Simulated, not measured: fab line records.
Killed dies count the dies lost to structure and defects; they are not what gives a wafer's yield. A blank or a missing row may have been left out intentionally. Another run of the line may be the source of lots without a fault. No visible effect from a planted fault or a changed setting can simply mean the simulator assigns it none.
Which of the tools did it? | flow nand harc | 11 lots with 33 wafers sampled at 3 steps, on a route of 1159 steps

WHAT THE GAUGES SHOWED, per wafer
NHARC_P_M1_CD_MEAS_09 targets a cd of 130 nm.
lot  | measured     | on        | cd nm (nm)
L197 | day 6 09:05  | cd sem-02 | 129.7 130.1 130.3
L198 | day 6 22:20  | cd sem-02 | 129.1 130.2 129.6
L199 | day 6 22:38  | cd sem-02 | 130.1 129.8 130.1
L203 | day 7 19:56  | cd sem-03 | 130.4 130.2 129.4
L204 | day 8 09:00  | cd sem-03 | 128.5 130.2 130.4
L209 | day 9 07:14  | cd sem-03 | 130.8 130.9 130.3
L210 | day 10 01:03 | cd sem-02 | 153.1 153.0 152.7
L211 | day 10 05:53 | cd sem-01 | 148.8 148.8 148.8
L213 | day 10 14:43 | cd sem-01 | 130.3 129.6 129.6
L215 | day 10 15:36 | cd sem-03 | 128.8 130.6 129.8
L217 | day 11 19:11 | cd sem-02 | 127.5 128.7 130.0

WHAT TOOL EACH LOT RAN ON (gives the tool, then ch and the chambers of the sampled wafers, and finally the start)
lot  | NHARC_P_M0_PVD_21                       | NHARC_P_M1_EXPOSE_06
L197 | pvd sputter-03, day 6 07:18 or earlier  | arfi scanner-03 ch 0, day 6 08:56
L198 | pvd sputter-02, day 6 20:39 or earlier  | arfi scanner-01 ch 0, day 6 22:13
L199 | pvd sputter-02, day 6 21:04 or earlier  | arfi scanner-02 ch 0, day 6 22:29
L203 | pvd sputter-02, day 7 18:31 or earlier  | arfi scanner-03 ch 0, day 7 19:47
L204 | pvd sputter-01, day 8 07:27 or earlier  | arfi scanner-01 ch 0, day 8 08:52
L209 | pvd sputter-02, day 9 05:42 or earlier  | arfi scanner-03 ch 0, day 9 07:06
L210 | pvd sputter-03, day 9 23:37 or earlier  | arfi scanner-03 ch 0, day 10 00:55
L211 | pvd sputter-03, day 10 04:28 or earlier | arfi scanner-03 ch 0, day 10 05:45
L213 | pvd sputter-01, day 10 13:00 or earlier | arfi scanner-02 ch 0, day 10 14:34
L215 | pvd sputter-03, day 10 13:37 or earlier | arfi scanner-02 ch 0, day 10 15:28
L217 | pvd sputter-03, day 11 17:40 or earlier | arfi scanner-01 ch 0, day 11 19:04
- NHARC_P_M0_PVD_21: deposits Cu, target thk 30 nm, time 20.49 s.
- NHARC_P_M1_EXPOSE_06: exposes mask P M1, target cd 130 nm.

THE ANSWER, worked out from the rows above alone
Rule: the lots themselves supply what counts as usual. Put in order of their means at a reading, lots are off if they are a third of the lots or fewer, leave a main group of 4 or more, and stand apart from it by a gap of 3 or more times the standard deviation of the main group's means; of several such gaps the widest counts. Not used: any main group whose means are identical at the precision the tables above print for the reading. Also off: a lot with no number at a reading for which 4 or more lots have one. The other lots that the step has rows for count as sound.
Off: L210, L211, at NHARC_P_M1_CD_MEAS_09 (cd nm). The main group: mean 129.8 nm, standard deviation 0.48.
A tool fits if, at a process step before that reading, it ran every lot that is off, and no sound lot after the first of them. Gauges at NHARC_P_M1_CD_MEAS_09: tried the same way as those tools. With no start given for some of its lots, NHARC_P_M0_PVD_21 uses the hours and lot order of NHARC_P_M0_THK_MEAS_24. One fits: arfi scanner-03 at NHARC_P_M1_EXPOSE_06. A fault onset in the window from L209 (day 9 07:06, its last sound lot) to L210 (day 10 00:55, its first lot off) fits.

WHAT WAS PUT IN BY THE SIMULATOR
Process parameter drift: arfi scanner-03, from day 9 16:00 on, at NHARC_P_M1_EXPOSE_06. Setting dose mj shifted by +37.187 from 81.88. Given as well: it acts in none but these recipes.
Struck lots among those shown: L210, L211. This agrees with what the rule above found.
